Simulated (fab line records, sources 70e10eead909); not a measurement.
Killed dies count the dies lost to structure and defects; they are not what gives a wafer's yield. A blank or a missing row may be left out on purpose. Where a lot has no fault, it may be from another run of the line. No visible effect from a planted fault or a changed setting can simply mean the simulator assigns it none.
Chamber matching / flow nand harc / 4 sister chambers for NHARC_A_CHANNEL_FILL_D1_STRIP_28 on rie diel-07
The step strips in O2, time 20 s. 20 wafers are shown with their chamber, then 10 later ones without.

== EACH WAFER AND ITS CHAMBER ==
wafer=L074.2; chamber=2; drypump motor current A (A)=5.4; oes product au (a.u.)=0.996; throttle valve pct (%)=17.030
wafer=L074.3; chamber=3; drypump motor current A (A)=5.7; oes product au (a.u.)=0.999; throttle valve pct (%)=17.042
wafer=L074.6; chamber=1; drypump motor current A (A)=6.2; oes product au (a.u.)=0.990; throttle valve pct (%)=17.042
wafer=L078.2; chamber=2; drypump motor current A (A)=5.4; oes product au (a.u.)=0.996; throttle valve pct (%)=17.034
wafer=L078.5; chamber=1; drypump motor current A (A)=6.2; oes product au (a.u.)=0.989; throttle valve pct (%)=17.045
wafer=L078.6; chamber=2; drypump motor current A (A)=5.4; oes product au (a.u.)=1.001; throttle valve pct (%)=17.043
wafer=L080.1; chamber=1; drypump motor current A (A)=6.2; oes product au (a.u.)=0.990; throttle valve pct (%)=17.025
wafer=L080.2; chamber=0; drypump motor current A (A)=5.5; oes product au (a.u.)=0.998; throttle valve pct (%)=17.044
wafer=L080.4; chamber=3; drypump motor current A (A)=5.7; oes product au (a.u.)=0.994; throttle valve pct (%)=17.035
wafer=L081.2; chamber=2; drypump motor current A (A)=5.4; oes product au (a.u.)=1.011; throttle valve pct (%)=17.035
wafer=L081.3; chamber=1; drypump motor current A (A)=6.2; oes product au (a.u.)=0.989; throttle valve pct (%)=17.034
wafer=L081.5; chamber=3; drypump motor current A (A)=5.7; oes product au (a.u.)=0.997; throttle valve pct (%)=17.034
wafer=L085.2; chamber=3; drypump motor current A (A)=5.7; oes product au (a.u.)=1.003; throttle valve pct (%)=17.047
wafer=L085.5; chamber=1; drypump motor current A (A)=6.2; oes product au (a.u.)=0.986; throttle valve pct (%)=17.051
wafer=L085.6; chamber=2; drypump motor current A (A)=5.4; oes product au (a.u.)=0.997; throttle valve pct (%)=17.032
wafer=L087.2; chamber=1; drypump motor current A (A)=6.2; oes product au (a.u.)=0.992; throttle valve pct (%)=17.037
wafer=L087.5; chamber=1; drypump motor current A (A)=6.2; oes product au (a.u.)=0.993; throttle valve pct (%)=17.035
wafer=L087.6; chamber=0; drypump motor current A (A)=5.5; oes product au (a.u.)=1.008; throttle valve pct (%)=17.045
wafer=L089.1; chamber=1; drypump motor current A (A)=6.2; oes product au (a.u.)=1.003; throttle valve pct (%)=17.038
wafer=L089.2; chamber=1; drypump motor current A (A)=6.1; oes product au (a.u.)=0.996; throttle valve pct (%)=17.034

SIGNATURES (averages over the wafers above)
reading=drypump motor current A; chamber 0=5.500; chamber 1=6.189; chamber 2=5.400; chamber 3=5.700; scatter within a chamber=0.0236
reading=oes product au; chamber 0=1.00300; chamber 1=0.99200; chamber 2=1.00020; chamber 3=0.99825; scatter within a chamber=0.00534
reading=throttle valve pct; chamber 0=17.04450; chamber 1=17.03789; chamber 2=17.03480; chamber 3=17.03950; scatter within a chamber=0.00641
Rule: for a wafer and a chamber, the distance is found by dividing, reading by reading, the gap between the wafer's reading and the chamber's mean by the reading's scatter, squaring, summing and taking the root. If the next closest chamber is less than 2 further off than the closest, the wafer can't be placed; otherwise it belongs to the closest. The scatter: take each reading less its chamber's mean, square it, sum over the shown wafers, divide by the number of wafers less the number of chambers, and take the root.

== WAFERS WITHOUT THEIR CHAMBER ==
wafer=L089.5; drypump motor current A (A)=6.2; oes product au (a.u.)=1.001; throttle valve pct (%)=17.034
wafer=L091.1; drypump motor current A (A)=5.7; oes product au (a.u.)=1.003; throttle valve pct (%)=17.030
wafer=L091.3; drypump motor current A (A)=5.5; oes product au (a.u.)=1.006; throttle valve pct (%)=17.039
wafer=L091.6; drypump motor current A (A)=6.2; oes product au (a.u.)=0.998; throttle valve pct (%)=17.041
wafer=L093.1; drypump motor current A (A)=6.2; oes product au (a.u.)=0.991; throttle valve pct (%)=17.042
wafer=L093.2; drypump motor current A (A)=5.4; oes product au (a.u.)=1.000; throttle valve pct (%)=17.034
wafer=L093.6; drypump motor current A (A)=5.4; oes product au (a.u.)=0.993; throttle valve pct (%)=17.026
wafer=L096.2; drypump motor current A (A)=5.5; oes product au (a.u.)=1.001; throttle valve pct (%)=17.039
wafer=L096.3; drypump motor current A (A)=5.4; oes product au (a.u.)=1.000; throttle valve pct (%)=17.033
wafer=L096.4; drypump motor current A (A)=6.2; oes product au (a.u.)=0.996; throttle valve pct (%)=17.033

== WHICH CHAMBER EACH WENT THROUGH ==
wafer=L089.5; from the rows above=1; in truth=1
wafer=L091.1; from the rows above=3; in truth=3
wafer=L091.3; from the rows above=0; in truth=0
wafer=L091.6; from the rows above=1; in truth=1
wafer=L093.1; from the rows above=1; in truth=1
wafer=L093.2; from the rows above=2; in truth=2
wafer=L093.6; from the rows above=2; in truth=2
wafer=L096.2; from the rows above=0; in truth=0
wafer=L096.3; from the rows above=2; in truth=2
wafer=L096.4; from the rows above=1; in truth=1
Correct placement for 10 of the 10. Can't be placed from these rows: 0. Wrongly placed: 0.
